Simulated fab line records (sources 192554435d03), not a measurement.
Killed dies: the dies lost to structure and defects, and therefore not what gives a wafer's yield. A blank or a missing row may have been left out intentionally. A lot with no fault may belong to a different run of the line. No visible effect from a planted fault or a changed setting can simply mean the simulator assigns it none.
Struck lot and sound lot, side by side    flow n5_finfet    36 steps out of a route of 1938
Sound: the wafers L138.3, L138.5, L138.6. Struck: wafer L148.6. (L148.1, L148.5 of the same lot were not struck and are left out.) The cause comes at the end.
At each step with rows: each side's tool, then ch and its chambers, then its first start. Under that, the readings that differ: sound wafers    struck wafers    difference of the means    sigmas: that difference in standard deviations of wafers without a fault.
alike: words and numbers the same on both sides, and readings whose means are apart by under 2 such deviations; not compared: readings that were withheld, readings missing a value for some wafer, numbers with overlapping values and no deviation given by the record, and bounds like >300 which may hide the same value.
A row with sigmas, a row that says differs or no value, or rows on one side alone: a step with any of these is where the two part. Numbers that have no deviation but don't overlap get no sigmas and don't part them. Lack of a reading on every wafer of one side parts them only where that side has two or more wafers.

first, 9 steps without rows for these wafers: N5_MOL_CONTACT_COAG_COAT_02 (resist thk 30 nm); N5_MOL_CONTACT_COAG_EBR_04; N5_MOL_CONTACT_COAG_SOFTBAKE_03 (time 60 s); N5_MOL_CONTACT_COAG_EXPOSE_05 (exposes mask CA, defocus 0 nm); N5_MOL_CONTACT_COAG_PEB_06 (peb time 60 s); N5_MOL_CONTACT_COAG_DEVELOP_07 (develop time 30 s); N5_MOL_CONTACT_COAG_DESCUM_13 (chemistry O2, time 7 s); N5_MOL_CONTACT_COAG_ETCH_59 (etches underlayer in N2/H2, target depth 13 nm, time 10.4 s); N5_MOL_CONTACT_COAG_ETCH_105 (etches SiARC in CF4, target depth 15.6 nm, time 26 s).
N5_MOL_CONTACT_COAG_ETCH_106: etches SOC in N2/H2, target depth 80 nm, overetch 16 nm, time 120 s.
  sound on rie_diel-03 ch 0,3, day 5 23:11; struck on rie_diel-05 ch 2, day 8 10:56
reading                                               sound        struck  difference  sigmas
model.SiARC_of_MOL_CONTACT_COAG_COAT_104.thk_nm (nm)  6.4 6.4 6.4  3       -3          
model.MOL_CONTACT_COAG.cd_offset_nm (nm)              0 -0.2 -0.4  1.4     +1.6        
  alike: drypump_motor_current_A, oes_product_au, rf_vpp_V, showerhead_plenum_p_Torr, throttle_valve_pct
  not compared: rf_hours_counter_h
then, 5 steps without rows for these wafers: N5_MOL_CONTACT_COAG_STRIP_107 (strips in N2/H2); N5_MOL_CONTACT_COAG_STRIP_108 (strips in N2/H2); N5_MOL_CONTACT_COAG_CONTACT_ETCH_14 (etches SiO2 in C4F6/O2, target depth 27.5 nm, overetch 8.5 nm, time 20 s); N5_MOL_CONTACT_COAG_STRIP_109 (strips in C4F6/O2); N5_MOL_CONTACT_COAG_ETCH_15 (etches SiNx in CH3F/O2, stops on Si:P, target depth 7 nm).
N5_MOL_CONTACT_COAG_ETCH_110: etches Si in CF4/O2, target depth 2.5 nm, time 8 s.
  sound on rie_diel-03 ch 0,3, day 5 23:23; struck on rie_diel-05 ch 2, day 8 11:08
reading                                   sound        struck  difference  sigmas
model.MOL_CONTACT_COAG.cd_offset_nm (nm)  0 -0.2 -0.2  1.2     +1.3        
  alike: drypump_motor_current_A, oes_o_777_au, oes_product_au, rf_vpp_V, showerhead_plenum_p_Torr, throttle_valve_pct
  not compared: rf_hours_counter_h
then, 19 steps without rows for these wafers: N5_MOL_CONTACT_COAG_STRIP_98 (strips in N2/H2); N5_MOL_CONTACT_COAG_IMPLANT_129; N5_MOL_CONTACT_COAG_PRECLEAN_111 (cleans in NF3:NH3, afs cycles 1, time 20 s, sublimation time 60 s); N5_MOL_CONTACT_COAG_TI_SIL_19 (material Ti, target thk 4.2 nm, time 15 s); N5_MOL_CONTACT_COAG_ALD_20 (deposits TiN, target thk 1.5 nm, pulse time 1 s, purge time 3 s); N5_MOL_CONTACT_COAG_SIL_ANNEAL_21 (time 60 s); N5_MOL_CONTACT_COAG_PRE_CLEAN_141 (time 60 s); N5_MOL_CONTACT_COAG_SPUTTER_143 (material Co, target thk 2.5 nm); N5_MOL_CONTACT_COAG_CO_FILL_22 (material Co, precursor CCTBA/H2, target thk 20 nm); N5_MOL_CONTACT_COAG_ANNEAL_113 (time 300 s); N5_MOL_CONTACT_COAG_PRE_CLEAN_142 (time 60 s); N5_MOL_CONTACT_COAG_SPUTTER_130 (material Co, target thk 47.5 nm); N5_MOL_CONTACT_COAG_PRECLEAN_125 (cleans in DIW, time 57.5 s); N5_MOL_CONTACT_COAG_SRD_126 (dry time 32 s); N5_MOL_CONTACT_COAG_CMP_23 (polishes, stops on SiO2, t overpolish 1.5 s, target thk 0 nm); N5_MOL_CONTACT_COAG_WET_ETCH_26 (target Co, target depth 13 nm); N5_MOL_CONTACT_COAG_WET_ETCH_116 (etches the open film in SC1-inhibited, target depth 4.6 nm, rinse time 30 s); N5_MOL_CONTACT_COAG_ALD_27 (deposits SiOC, target thk 17 nm, pulse time 1.5 s, time 2720 s); N5_MOL_CONTACT_COAG_CMP_28 (polishes, stops on SiNx, t overpolish 0.85 s, target thk 14.522 nm).
-- record jumps: 4 days separate the struck wafers' starts on either side; left off in module MOL_CONTACT_COAG, taken up again in module BEOL_M4, whose first shown step is the route's number 1111 --
N5_BEOL_M4_RC_MEAS_101:
  sound on prober-01 ch 0, day 10 08:11; struck on prober-01 ch 0, day 12 16:08
reading              sound              struck  difference  sigmas
RC_DENSE_N (ohm.um)  19.2 19.3 19.4     17.4    -1.9        -5
RC_DENSE_P (ohm.um)  23.7 24.0 24.2     21.8    -2.2        -5
RC_N (ohm.um)        15.43 15.65 15.84  14.26   -1.38       -5
RC_P (ohm.um)        19.2 19.5 19.8     17.8    -1.7        -5
  alike: DIBL_N, DIBL_P, IOFF_N, IOFF_P, ION_N, ION_P, SS_N, SS_P, VT_N, VT_P

== WHERE THEY PART ==
Only at N5_BEOL_M4_RC_MEAS_101, within this record.

WHY: what had been put in by the simulator
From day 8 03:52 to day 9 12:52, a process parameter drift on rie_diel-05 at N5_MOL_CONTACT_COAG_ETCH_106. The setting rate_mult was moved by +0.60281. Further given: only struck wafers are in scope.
